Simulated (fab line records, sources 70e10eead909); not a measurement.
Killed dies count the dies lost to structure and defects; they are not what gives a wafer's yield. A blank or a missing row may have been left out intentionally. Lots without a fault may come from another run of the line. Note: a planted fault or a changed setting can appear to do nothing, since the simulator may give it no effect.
What tool caused it? / flow nandHarc / 11 lots, 33 wafers sampled, at 1 step of a route of 1159

WHAT EACH GAUGE READ, for each wafer
NHARC_P_M2_INSPECT_27.
lot=L897; measured=day 6 08:31; on=defectInspect-02; rawDefectCount=323 370 252
lot=L898; measured=day 6 18:08; on=defectInspect-01; rawDefectCount=213 201 283
lot=L900; measured=day 7 01:43; on=defectInspect-01; rawDefectCount=226 263 273
lot=L912; measured=day 10 13:03; on=defectInspect-02; rawDefectCount=211 291 296
lot=L915; measured=day 10 19:27; on=defectInspect-02; rawDefectCount=192 230 138
lot=L914; measured=day 10 22:52; on=defectInspect-02; rawDefectCount=305 164 165
lot=L916; measured=day 11 00:56; on=defectInspect-02; rawDefectCount=546 527 461
lot=L917; measured=day 11 09:32; on=defectInspect-01; rawDefectCount=442 359 339
lot=L918; measured=day 11 12:36; on=defectInspect-01; rawDefectCount=399 368 417
lot=L919; measured=day 11 16:09; on=defectInspect-02; rawDefectCount=356 277 379
lot=L920; measured=day 11 20:32; on=defectInspect-02; rawDefectCount=306 328 428

WHAT TOOL EACH LOT RAN ON (gives the tool, then ch and the chambers of the sampled wafers, and finally the start)
The record shows no process step preceding these readings.

THE ANSWER, worked out from the rows above alone
Rule: what is usual is taken from the lots themselves. The widest of any qualifying gaps counts: lots, ordered by their means at a reading, are off when they make up no more than a third of the lots, leave a main group of 4 or more, and stand apart from it by 3 or more times the standard deviation of that group's means. If all means in a main group match to the digits the tables above print for the reading, that group is not used. Also off: a lot with no number at a reading for which 4 or more lots have one. Where the step has rows for the other lots, those lots are counted as sound.
Across all readings shown, no lot is off: no conclusion can be drawn from this.

WHAT HAD BEEN PUT IN BY THE SIMULATOR
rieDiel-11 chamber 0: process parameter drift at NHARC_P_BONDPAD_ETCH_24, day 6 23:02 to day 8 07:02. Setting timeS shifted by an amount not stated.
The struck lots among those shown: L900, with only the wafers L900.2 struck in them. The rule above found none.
